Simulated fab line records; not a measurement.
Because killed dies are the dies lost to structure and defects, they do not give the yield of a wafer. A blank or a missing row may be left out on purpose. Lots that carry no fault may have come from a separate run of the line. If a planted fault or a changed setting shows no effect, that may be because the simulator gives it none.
fab line records	flow nandHarc	part 1 of 2: steps 1 to 28 of 38
record lots=5	wafers=15	lastDay=24
route steps=1159 shown P_STI@95 P_GATE@110
lots with no fault: from the same line, run without faults
startH: start of the lot's first displayed wafer, in hours after the record's first day	waitH: hours since the lot's step before	" the same as in the row above	L1.1+2: several wafers, shown together as one row	- either no value or no given start	* or withheld: withheld	< > ~ a bound
route shown NAME@n: names a module that has steps shown in the file, with the first one's number in the route	usual: mean/standard deviation of fault-free wafers	same: alike in all rows	chamber/n: place in a boat	sites: readings site by site	_std_site: the standard deviation of these	_edge_site: mean of outer sites minus mean of inner sites	radiusMm: how far each site lies from the wafer's centre	mask NAME#n: copy n	behind: tool/chamber where the wafer was last shaped	hold: reason for holding the lot/hours on hold/outcome of the hold	device: names the non-switching transistor (n, p or np)	end of line: the route-end tests of the same wafers	for a step that has no rows: nothing shown but its recipe	killed: at the first sort, the dies lost to defects and structure; wafer yield is something else	map: shows each die of a wafer: x if killed, . if not, _ if none is there
set.NAME: the run value of the setting; set.NAME@STEP: its run value at that earlier step	model.NAME: the simulator's own value behind a step, which no gauge read
lots at selected steps of the route; one table per step, one row per wafer
services: a tool's chamber out of use, with start hour (startH, from the record's first day; less than 0 if before it), hours out, and reason
## steps
# step NHARC_P_STI_SRD_23
lot.wafer	tool	chamber	startH	waitH
L078.4+3+1	wetBench-03	4,5,6	-	-
L084.2+5+1	wetBench-09	6,2,3	-	-
L088.2+5+1	wetBench-09	2,5,6	-	-
L089.3+2+1	wetBench-09	6,1,3	-	-
L097.1+2+3	wetBench-09	7,0,4	-	-
# step NHARC_P_STI_OCD_MEAS_43
# usual trenchDepthNm=300/4.2	trenchFootCdNm=159.1/2.2
lot.wafer	tool	chamber	startH	waitH	trenchDepthNm	trenchFootCdNm
L078.1	ocd-02	-	60.26	-	301	157.4
L078.3	"	-	"	"	295	160.9
L078.4	"	-	"	"	297	160.4
L084.1	ocd-01	-	96.64	-	299	157.1
L084.2	"	-	"	"	300	158.0
L084.5	"	-	"	"	305	156.0
L088.1	ocd-01	-	122.13	-	303	160.0
L088.2	"	-	"	"	295	157.4
L088.5	"	-	"	"	300	160.5
L089.1	ocd-01	-	126.46	-	307	159.7
L089.2	"	-	"	"	303	161.8
L089.3	"	-	"	"	305	158.3
L097.1	ocd-01	-	174.10	-	295	160.4
L097.2	"	-	"	"	303	158.9
L097.3	"	-	"	"	300	161.6
# step NHARC_P_STI_OXIDE_33
# recipe targetThkA=100	tempC=1000	oxTimeS=281	material=SiO2
# usual tubeCenterTempC=1000/0.094
lot.wafer	tool	chamber	startH	waitH	tubeCenterTempC
L078.1	furnace-05	0	63.98	3.7	999.9
L078.3	"	0	"	"	1000
L078.4	"	0	"	"	999.96
L084.1	furnace-03	0	98.00	1.4	1000.2
L084.2	"	0	"	"	999.97
L084.5	"	0	"	"	1000
L088.1	furnace-05	0	125.84	3.7	999.97
L088.2	"	0	"	"	999.81
L088.5	"	0	"	"	999.98
L089.1	furnace-03	0	131.79	5.3	999.83
L089.2	"	0	"	"	1000.1
L089.3	"	0	"	"	999.96
L097.1	furnace-06	0	177.75	3.6	999.98
L097.2	"	0	"	"	1000.1
L097.3	"	0	"	"	1000
# step NHARC_P_STI_HDPCVD_20
# recipe targetThkA=withheld	sigmaOpenFrac=withheld	material=SiO2
lot.wafer	tool	chamber	startH	waitH
L078.1+4+3	hdpcvd-01	1,1,0	68.70	0.4
L084.1+2+5	hdpcvd-01	0,1,0	103.12	0.9
L088.1+2+5	hdpcvd-01	1,0,1	130.54	0.4
L089.1+2+3	hdpcvd-01	0,1,0	136.44	0.4
L097.2+1+3	hdpcvd-01	0,1,0	182.49	0.4
# step NHARC_P_STI_ANNEAL_34
# recipe tempC=1000	timeS=1800
# usual tubeCenterTempC=1000/0.093
lot.wafer	tool	chamber	startH	waitH	tubeCenterTempC
L078.1	furnace-06	0	75.66	6.9	999.99
L078.3	"	0	"	"	999.95
L078.4	"	0	"	"	999.93
L084.1	furnace-05	0	106.89	3.7	1000.1
L084.2	"	0	"	"	999.89
L084.5	"	0	"	"	999.99
L088.1	furnace-03	0	136.06	5.4	999.95
L088.2	"	0	"	"	999.89
L088.5	"	0	"	"	1000.1
L089.1	furnace-06	0	141.80	5.2	999.94
L089.2	"	0	"	"	1000.1
L089.3	"	0	"	"	999.91
L097.1	furnace-06	0	186.68	4.0	999.89
L097.2	"	0	"	"	999.9
L097.3	"	0	"	"	1000.2
# step NHARC_P_STI_CMP_21
# recipe tOverpolishS=20	targetThkNm=380.67
# usual edgeZonePressureFrac=1.001/0.005	motorCurrentA=11.9/0.69	overpolishRunS=20.001/0.0098
lot.wafer	tool	chamber	startH	waitH	edgeZonePressureFrac	motorCurrentA	overpolishRunS
L078.4	cmp-04	2	80.57	0.4	0.998	11.6	19.989
L078.1	"	3	"	"	0.991	10.7	19.993
L078.3	"	1	"	"	1.011	12.0	20.014
L084.2	cmp-03	2	111.83	0.4	0.998	13.4	19.993
L084.1	"	3	"	"	0.996	11.5	20.013
L084.5	"	1	"	"	0.997	10.9	19.998
L088.2	cmp-02	3	140.86	0.4	1.009	12.1	19.992
L088.1	"	2	"	"	0.994	13.3	20.025
L088.5	"	3	"	"	1.006	12.1	19.987
L089.2	cmp-04	3	146.69	0.4	0.998	10.8	19.983
L089.1	"	1	"	"	0.999	12.0	20.012
L089.3	"	2	"	"	1.007	11.4	20.005
L097.1	cmp-04	1	191.57	0.4	1.003	11.6	20.014
L097.3	"	2	"	"	0.999	12.3	20.005
L097.2	"	3	"	"	1.001	10.8	20.016
# step NHARC_P_STI_SRD_35
lot.wafer	tool	chamber	startH	waitH
L078.3+4+1	wetBench-09	6,7,2	80.87	0.0
L084.5+1+2	wetBench-05	4,5,7	112.11	0.0
L088.2+5+1	wetBench-03	6,7,1	141.17	0.0
L089.2+3+1	wetBench-09	0,3,4	146.99	0.0
L097.3+2+1	wetBench-05	0,2,5	191.88	0.0
# step NHARC_P_STI_ETCH_36
# recipe targetDepthA=388	chemistry=dHF	material=SiO2
lot.wafer	tool	chamber	startH	waitH
L078.3+4+1	wetBench-09	6,7,2	80.89	0.0
L084.5+1+2	wetBench-05	4,5,7	112.14	0.0
L088.2+5+1	wetBench-03	6,7,1	141.19	0.0
L089.2+3+1	wetBench-09	0,3,4	147.02	0.0
L097.3+2+1	wetBench-05	0,2,5	191.90	0.0
# step NHARC_P_STI_STRIP_24
# recipe tempC=160	chemistry=H3PO4	material=Si3N4
# usual bathHeatDutyPct=26.1/3
lot.wafer	tool	chamber	startH	waitH	bathHeatDutyPct
L078.3	wetBench-09	6	80.91	0.0	33.7
L078.4	"	7	"	"	27.0
L078.1	"	2	"	"	26.2
L084.5	wetBench-05	4	112.15	0.0	24.9
L084.1	"	5	"	"	24.0
L084.2	"	7	"	"	28.2
L088.2	wetBench-03	6	141.21	0.0	31.8
L088.5	"	7	"	"	27.5
L088.1	"	1	"	"	30.0
L089.2	wetBench-09	0	147.03	0.0	24.2
L089.3	"	3	"	"	29.8
L089.1	"	4	"	"	27.5
L097.3	wetBench-05	0	191.91	0.0	23.4
L097.2	"	2	"	"	22.5
L097.1	"	5	"	"	22.5
# step NHARC_P_STI_ETCH_37
# recipe targetDepthA=110	chemistry=dHF	material=SiO2
lot.wafer	tool	chamber	startH	waitH
L078.3+4+1	wetBench-09	6,7,2	-	-
L084.5+1+2	wetBench-05	4,5,7	-	-
L088.2+5+1	wetBench-03	6,7,1	-	-
L089.2+3+1	wetBench-09	0,3,4	-	-
L097.3+2+1	wetBench-05	0,2,5	-	-
# step NHARC_P_STI_PRECLEAN_38
# recipe timeS=*	tempC=50	bathAgeMin=0	chemistry=SC1
# usual bathHeatDutyPct=6.9/0.86	h2o2FlowMLMin=56.61/0.17	nh4ohFlowMLMin=28.32/0.098
lot.wafer	tool	chamber	startH	waitH	bathHeatDutyPct	h2o2FlowMLMin	nh4ohFlowMLMin
L078.3	wetBench-09	6	-	-	8.1	56.85	28.19
L078.4	"	7	"	"	6.7	56.43	28.30
L078.1	"	2	"	"	7.4	56.43	28.43
L084.5	wetBench-05	4	-	-	7.2	56.56	28.29
L084.1	"	5	"	"	5.6	56.80	28.51
L084.2	"	7	"	"	7.4	56.48	28.34
L088.2	wetBench-03	6	-	-	7.4	56.70	28.30
L088.5	"	7	"	"	8.2	56.38	28.49
L088.1	"	1	"	"	7.9	56.42	28.38
L089.2	wetBench-09	0	-	-	6.7	56.59	28.10
L089.3	"	3	"	"	6.9	56.62	28.38
L089.1	"	4	"	"	8.2	56.67	28.38
L097.3	wetBench-05	0	-	-	6.1	56.65	28.18
L097.2	"	2	"	"	6.1	56.45	28.29
L097.1	"	5	"	"	6.3	56.78	28.32
# step NHARC_P_STI_SRD_39
lot.wafer	tool	chamber	startH	waitH
L078.3+4+1	wetBench-09	6,7,2	-	-
L084.5+1+2	wetBench-05	4,5,7	-	-
L088.2+5+1	wetBench-03	6,7,1	-	-
L089.2+3+1	wetBench-09	0,3,4	-	-
L097.3+2+1	wetBench-05	0,2,5	-	-
# step NHARC_P_STI_OXIDE_40
# recipe targetThkA=100	tempC=900	oxTimeS=1362	material=SiO2
# usual tubeCenterTempC=900/0.072
lot.wafer	tool	chamber	startH	waitH	tubeCenterTempC
L078.1	furnace-05	0	87.18	-	899.87
L078.3	"	0	"	"	899.98
L078.4	"	0	"	"	900.12
L084.1	furnace-06	0	116.17	-	900
L084.2	"	0	"	"	899.98
L084.5	"	0	"	"	899.98
L088.1	furnace-06	0	146.32	-	900.02
L088.2	"	0	"	"	899.99
L088.5	"	0	"	"	899.98
L089.1	furnace-06	0	154.41	-	900.13
L089.2	"	0	"	"	900.09
L089.3	"	0	"	"	899.99
L097.1	furnace-05	0	199.89	-	900.11
L097.2	"	0	"	"	900.08
L097.3	"	0	"	"	899.97
# step NHARC_P_STI_INSPECT_25
# usual rawDefectCount=201/64
lot.wafer	tool	chamber	startH	waitH	rawDefectCount
L078.1	defectInspect-02	-	91.22	0.4	127
L078.3	"	-	"	"	119
L078.4	"	-	"	"	100
L084.1	defectInspect-01	-	120.19	0.4	172
L084.2	"	-	"	"	163
L084.5	"	-	"	"	214
L088.1	defectInspect-02	-	150.41	0.4	196
L088.2	"	-	"	"	153
L088.5	"	-	"	"	222
L089.1	defectInspect-01	-	158.43	0.4	216
L089.2	"	-	"	"	214
L089.3	"	-	"	"	179
L097.1	defectInspect-02	-	204.01	0.4	210
L097.2	"	-	"	"	210
L097.3	"	-	"	"	351
# step NHARC_P_GATE_ETCH_69
# recipe targetDepthA=140	chemistry=dHF	material=SiO2
lot.wafer	tool	chamber	startH	waitH
L078.3+4+1	wetBench-07	3,4,6	91.31	0.1
L084.5+2+1	wetBench-04	1,3,4	120.29	0.1
L088.1+2+5	wetBench-02	6,0,1	150.48	0.1
L089.1+2+3	wetBench-04	5,6,2	158.48	0.1
L097.3+2+1	wetBench-04	7,1,2	204.09	0.1
# step NHARC_P_GATE_PRECLEAN_70
# recipe timeS=*	tempC=50	bathAgeMin=0	chemistry=SC1
# usual bathHeatDutyPct=7.0/0.71	h2o2FlowMLMin=56.64/0.18	nh4ohFlowMLMin=28.31/0.096
lot.wafer	tool	chamber	startH	waitH	bathHeatDutyPct	h2o2FlowMLMin	nh4ohFlowMLMin
L078.3	wetBench-07	3	91.38	0.1	7.1	56.60	28.32
L078.4	"	4	"	"	8.0	56.82	28.39
L078.1	"	6	"	"	6.9	56.52	28.29
L084.5	wetBench-04	1	120.36	0.1	6.5	56.76	28.36
L084.2	"	3	"	"	7.6	56.78	28.51
L084.1	"	4	"	"	7.6	56.43	28.36
L088.1	wetBench-02	6	150.56	0.1	7.2	56.59	28.32
L088.2	"	0	"	"	7.4	56.38	28.33
L088.5	"	1	"	"	8.1	56.51	28.20
L089.1	wetBench-04	5	158.58	0.1	5.9	56.86	28.22
L089.2	"	6	"	"	8.6	57.00	28.46
L089.3	"	2	"	"	6.5	56.71	28.41
L097.3	wetBench-04	7	204.16	0.1	8.1	56.74	28.17
L097.2	"	1	"	"	6.3	56.79	28.18
L097.1	"	2	"	"	6.5	56.71	28.27
# step NHARC_P_GATE_SRD_01
lot.wafer	tool	chamber	startH	waitH
L078.3+4+1	wetBench-07	3,4,6	-	-
L084.5+2+1	wetBench-04	1,3,4	-	-
L088.1+2+5	wetBench-02	6,0,1	-	-
L089.1+2+3	wetBench-04	5,6,2	-	-
L097.3+2+1	wetBench-04	7,1,2	-	-
# step NHARC_P_GATE_OXIDE_02
# recipe targetThkA=375	tempC=950	pH2oTorr=720	oxTimeS=365	material=SiO2
# usual tubeCenterTempC=950/0.08
lot.wafer	tool	chamber	startH	waitH	tubeCenterTempC
L078.1	furnace-08	0	94.51	-	950.06
L078.3	"	0	"	"	949.91
L078.4	"	0	"	"	950.04
L084.1	furnace-07	0	123.26	-	949.94
L084.2	"	0	"	"	949.99
L084.5	"	0	"	"	949.92
L088.1	furnace-07	0	153.46	-	950.11
L088.2	"	0	"	"	950.15
L088.5	"	0	"	"	950.09
L089.1	furnace-08	0	161.71	-	949.94
L089.2	"	0	"	"	950.06
L089.3	"	0	"	"	950
L097.1	furnace-08	0	207.29	-	950.01
L097.2	"	0	"	"	949.98
L097.3	"	0	"	"	949.82
# step NHARC_P_GATE_DEHYDRATE_03
# recipe tempC=150	timeS=120
# usual heaterPowerTotalW=182.6/1.2	resistLineTempC=23.00/0.12
lot.wafer	tool	chamber	startH	waitH	heaterPowerTotalW	resistLineTempC
L078.1	lithoTrack-07	0	98.98	0.4	181.4	23.12
L078.3	"	0	"	"	181.8	23.02
L078.4	"	0	"	"	183.3	22.93
L084.1	lithoTrack-03	0	127.85	0.4	183.8	22.99
L084.2	"	0	"	"	182.3	23.23
L084.5	"	0	"	"	184.2	23.18
L088.1	lithoTrack-05	0	158.04	0.4	181.9	22.98
L088.2	"	0	"	"	181.8	22.95
L088.5	"	0	"	"	184.8	22.83
L089.1	lithoTrack-05	0	166.33	0.4	183.0	23.00
L089.2	"	0	"	"	182.1	23.16
L089.3	"	0	"	"	184.3	23.18
L097.1	lithoTrack-03	0	211.86	0.4	182.6	22.99
L097.2	"	0	"	"	181.8	23.09
L097.3	"	0	"	"	180.7	23.11
# step NHARC_P_GATE_HMDS_04
# recipe timeS=30
# usual resistLineTempC=22.96/0.12
lot.wafer	tool	chamber	startH	waitH	resistLineTempC
L078.1	lithoTrack-07	0	-	-	22.90
L078.3	"	0	"	"	22.96
L078.4	"	0	"	"	23.03
L084.1	lithoTrack-03	0	-	-	22.94
L084.2	"	0	"	"	23.14
L084.5	"	0	"	"	23.05
L088.1	lithoTrack-05	0	-	-	23.10
L088.2	"	0	"	"	22.99
L088.5	"	0	"	"	23.02
L089.1	lithoTrack-05	0	-	-	22.99
L089.2	"	0	"	"	23.08
L089.3	"	0	"	"	22.95
L097.1	lithoTrack-03	0	-	-	23.01
L097.2	"	0	"	"	23.05
L097.3	"	0	"	"	22.86
# step NHARC_P_GATE_COAT_05
# recipe spinRpm=4690
# usual resistLineTempC=22.99/0.091	spinSpeedRpm=4690.2/2.6
lot.wafer	tool	chamber	startH	waitH	resistLineTempC	spinSpeedRpm
L078.1	lithoTrack-07	0	-	-	23.07	4691.6
L078.3	"	0	"	"	23.04	4689.1
L078.4	"	0	"	"	22.79	4692.9
L084.1	lithoTrack-03	0	-	-	22.89	4687.7
L084.2	"	0	"	"	22.85	4689.2
L084.5	"	0	"	"	23.07	4689.3
L088.1	lithoTrack-05	0	-	-	23.14	4686.2
L088.2	"	0	"	"	22.90	4690.4
L088.5	"	0	"	"	23.05	4694.6
L089.1	lithoTrack-05	0	-	-	22.93	4684.2
L089.2	"	0	"	"	22.97	4683.7
L089.3	"	0	"	"	22.91	4686.5
L097.1	lithoTrack-03	0	-	-	22.95	4694.3
L097.2	"	0	"	"	22.96	4693.0
L097.3	"	0	"	"	22.82	4694.2
# step NHARC_P_GATE_SOFTBAKE_06
# recipe tempC=122	timeS=95
# usual heaterPowerTotalW=160.1/0.46	resistLineTempC=23.03/0.1
lot.wafer	tool	chamber	startH	waitH	heaterPowerTotalW	resistLineTempC
L078.1	lithoTrack-07	0	-	-	160.2	23.00
L078.3	"	0	"	"	159.5	23.01
L078.4	"	0	"	"	159.9	22.97
L084.1	lithoTrack-03	0	-	-	160.5	23.05
L084.2	"	0	"	"	159.3	23.01
L084.5	"	0	"	"	159.0	22.95
L088.1	lithoTrack-05	0	-	-	159.5	22.99
L088.2	"	0	"	"	160.2	22.98
L088.5	"	0	"	"	159.4	22.95
L089.1	lithoTrack-05	0	-	-	159.5	22.94
L089.2	"	0	"	"	159.8	22.93
L089.3	"	0	"	"	159.9	22.89
L097.1	lithoTrack-03	0	-	-	159.3	23.03
L097.2	"	0	"	"	159.6	23.12
L097.3	"	0	"	"	160.4	23.05
# step NHARC_P_GATE_EBR_07
# usual resistLineTempC=23.04/0.1
lot.wafer	tool	chamber	startH	waitH	resistLineTempC
L078.1	lithoTrack-07	0	-	-	22.90
L078.3	"	0	"	"	23.15
L078.4	"	0	"	"	23.15
L084.1	lithoTrack-03	0	-	-	22.84
L084.2	"	0	"	"	22.93
L084.5	"	0	"	"	23.10
L088.1	lithoTrack-05	0	-	-	22.82
L088.2	"	0	"	"	22.92
L088.5	"	0	"	"	23.06
L089.1	lithoTrack-05	0	-	-	22.91
L089.2	"	0	"	"	23.06
L089.3	"	0	"	"	23.04
L097.1	lithoTrack-03	0	-	-	22.97
L097.2	"	0	"	"	23.12
L097.3	"	0	"	"	23.10
# step NHARC_P_GATE_EXPOSE_08
# recipe na=0.6	doseMj=16.75	maskId=P_HV
# usual exposureDoseMJCm2=16.749/0.018	stageVelMmS=500.03/0.23
lot.wafer	tool	chamber	startH	waitH	mask	exposureDoseMJCm2	stageVelMmS
L078.1	krfScanner-03	0	99.26	-	P_HV#0	16.753	500.11
L078.3	"	0	"	"	P_HV#0	16.757	500.13
L078.4	"	0	"	"	P_HV#0	16.772	499.97
L084.1	krfScanner-01	0	128.15	-	P_HV#0	16.749	499.99
L084.2	"	0	"	"	P_HV#0	16.723	499.90
L084.5	"	0	"	"	P_HV#0	16.746	499.86
L088.1	krfScanner-04	0	158.31	-	P_HV#0	16.782	499.84
L088.2	"	0	"	"	P_HV#0	16.748	499.77
L088.5	"	0	"	"	P_HV#0	16.750	499.82
L089.1	krfScanner-01	0	166.63	-	P_HV#0	16.731	500.20
L089.2	"	0	"	"	P_HV#0	16.732	500.38
L089.3	"	0	"	"	P_HV#0	16.745	500.05
L097.1	krfScanner-03	0	212.13	-	P_HV#0	16.740	500.22
L097.2	"	0	"	"	P_HV#0	16.752	500.16
L097.3	"	0	"	"	P_HV#0	16.746	499.82
# step NHARC_P_GATE_PEB_09
# recipe pebTempC=118	pebTimeS=85
# usual heaterPowerTotalW=163.98/0.29	resistLineTempC=23.01/0.11
lot.wafer	tool	chamber	startH	waitH	heaterPowerTotalW	resistLineTempC
L078.1	lithoTrack-05	0	99.32	0.1	163.84	22.95
L078.3	"	0	"	"	164.17	22.96
L078.4	"	0	"	"	163.66	23.15
L084.1	lithoTrack-07	0	128.22	0.1	163.69	23.14
L084.2	"	0	"	"	164.08	23.29
L084.5	"	0	"	"	164.05	23.08
L088.1	lithoTrack-07	0	158.37	0.1	163.77	22.91
L088.2	"	0	"	"	163.66	22.94
L088.5	"	0	"	"	163.61	23.00
L089.1	lithoTrack-05	0	166.70	0.1	163.65	23.02
L089.2	"	0	"	"	163.72	23.09
L089.3	"	0	"	"	163.55	23.00
L097.1	lithoTrack-03	0	212.19	0.1	163.71	23.08
L097.2	"	0	"	"	164.22	23.06
L097.3	"	0	"	"	164.24	22.99
# step NHARC_P_GATE_DEVELOP_10
# recipe timeS=70
# usual resistLineTempC=22.99/0.11
lot.wafer	tool	chamber	startH	waitH	resistLineTempC
L078.1	lithoTrack-05	0	-	-	23.08
L078.3	"	0	"	"	22.88
L078.4	"	0	"	"	23.00
L084.1	lithoTrack-07	0	-	-	23.01
L084.2	"	0	"	"	22.94
L084.5	"	0	"	"	23.05
L088.1	lithoTrack-07	0	-	-	23.01
L088.2	"	0	"	"	23.19
L088.5	"	0	"	"	23.07
L089.1	lithoTrack-05	0	-	-	22.89
L089.2	"	0	"	"	22.91
L089.3	"	0	"	"	22.90
L097.1	lithoTrack-03	0	-	-	23.04
L097.2	"	0	"	"	23.20
L097.3	"	0	"	"	23.13
# step NHARC_P_GATE_CD_MEAS_11
# recipe targetCdNm=1640	landingEnergyEv=500
# usual cdNm=1640.5/1.6
lot.wafer	tool	chamber	startH	waitH	cdNm
L078.1	cdSem-01	0	99.41	-	1640.7
L078.3	"	0	"	"	1640.9
L078.4	"	0	"	"	1640.1
L084.1	cdSem-02	0	128.31	-	1639.8
L084.2	"	0	"	"	1640.4
L084.5	"	0	"	"	1639.7
L088.1	cdSem-03	0	158.46	-	1639.8
L088.2	"	0	"	"	1640.6
L088.5	"	0	"	"	1640.0
L089.1	cdSem-03	0	166.79	-	1639.5
L089.2	"	0	"	"	1640.0
L089.3	"	0	"	"	1638.8
L097.1	cdSem-03	0	212.28	-	1640.7
L097.2	"	0	"	"	1637.8
L097.3	"	0	"	"	1637.6
# step NHARC_P_GATE_HARDBAKE_12
# recipe tempC=125	timeS=80
# usual heaterPowerTotalW=183.9/0.71	resistLineTempC=23.04/0.11
lot.wafer	tool	chamber	startH	waitH	heaterPowerTotalW	resistLineTempC
L078.1	lithoTrack-03	0	99.49	-	184.0	22.99
L078.3	"	0	"	"	184.2	23.15
L078.4	"	0	"	"	183.9	22.99
L084.1	lithoTrack-03	0	128.39	-	183.9	23.38
L084.2	"	0	"	"	184.8	23.19
L084.5	"	0	"	"	183.2	23.26
L088.1	lithoTrack-05	0	158.54	-	183.3	22.91
L088.2	"	0	"	"	184.0	23.02
L088.5	"	0	"	"	183.7	22.94
L089.1	lithoTrack-05	0	166.87	-	184.9	23.16
L089.2	"	0	"	"	183.2	22.85
L089.3	"	0	"	"	182.9	22.96
L097.1	lithoTrack-03	0	212.36	-	182.9	23.23
L097.2	"	0	"	"	183.3	23.17
L097.3	"	0	"	"	183.8	23.10
